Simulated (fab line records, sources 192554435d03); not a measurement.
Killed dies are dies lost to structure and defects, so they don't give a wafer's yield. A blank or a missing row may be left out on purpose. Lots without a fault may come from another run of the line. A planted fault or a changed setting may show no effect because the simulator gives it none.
Chamber matching | flow n5_finfet | N5_BEOL_M9_DEP_56 on pecvd-01: 3 sister chambers
The step deposits SiCN from 3MS/NH3, target thk 15 nm, time 26.5 s. 16 wafers are shown with their chamber, then 8 later ones without.

WAFERS WITH THEIR CHAMBER
wafer  | chamber | throttle_valve_pct (%) | showerhead_plenum_p_Torr (Torr)
L076.1 | 1       | 9.1                    | 3.643
L076.4 | 1       | 9.2                    | 3.650
L076.6 | 1       | 9.0                    | 3.649
L078.1 | 2       | 8.7                    | 3.643
L078.2 | 1       | 9.4                    | 3.651
L078.3 | 0       | 8.9                    | 3.662
L079.2 | 1       | 9.2                    | 3.654
L079.4 | 0       | 9.0                    | 3.653
L079.6 | 1       | 9.2                    | 3.640
L081.1 | 2       | 8.4                    | 3.652
L081.4 | 0       | 8.8                    | 3.657
L081.5 | 2       | 8.4                    | 3.657
L087.1 | 2       | 8.5                    | 3.655
L087.4 | 1       | 9.1                    | 3.641
L087.6 | 2       | 8.6                    | 3.640
L089.2 | 1       | 9.3                    | 3.651

SIGNATURES (means of the wafers above)
reading                  | chamber 0 | chamber 1 | chamber 2 | scatter within a chamber
throttle_valve_pct       | 8.900     | 9.188     | 8.520     | 0.123
showerhead_plenum_p_Torr | 3.65733   | 3.64737   | 3.64940   | 0.00595
Rule: a wafer's distance from a chamber is the root of the sum, over the readings, of the square of ((its reading less the chamber's mean) divided by the reading's scatter). The wafer belongs to the nearest chamber; if the next one is less than 2 further off, it can't be placed. The scatter: the root of (the sum of the squares of (reading less its chamber's mean) over the shown wafers, divided by (wafers less chambers)).

WAFERS WITHOUT THEIR CHAMBER
wafer  | throttle_valve_pct (%) | showerhead_plenum_p_Torr (Torr)
L089.4 | 8.5                    | 3.654
L089.6 | 8.9                    | 3.652
L094.1 | 9.0                    | 3.648
L094.4 | 8.8                    | 3.658
L094.5 | 8.9                    | 3.663
L097.1 | 9.5                    | 3.654
L097.2 | 8.6                    | 3.651
L097.3 | 8.9                    | 3.649

WHICH CHAMBER EACH WENT THROUGH
wafer  | from the rows above          | in truth
L089.4 | 2                            | 2
L089.6 | can't be placed: 0 or 1      | 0
L094.1 | can't be placed: 1 or 0      | 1
L094.4 | can't be placed: 0 or 2      | 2
L094.5 | 0                            | 0
L097.1 | 1                            | 1
L097.2 | can't be placed: 2 or 0      | 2
L097.3 | can't be placed: 0 or 1 or 2 | 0
Placed correctly: 3 of 8. Can't be placed from these rows: 5 (the true chamber is among the candidates in 5). Placed wrongly: 0.
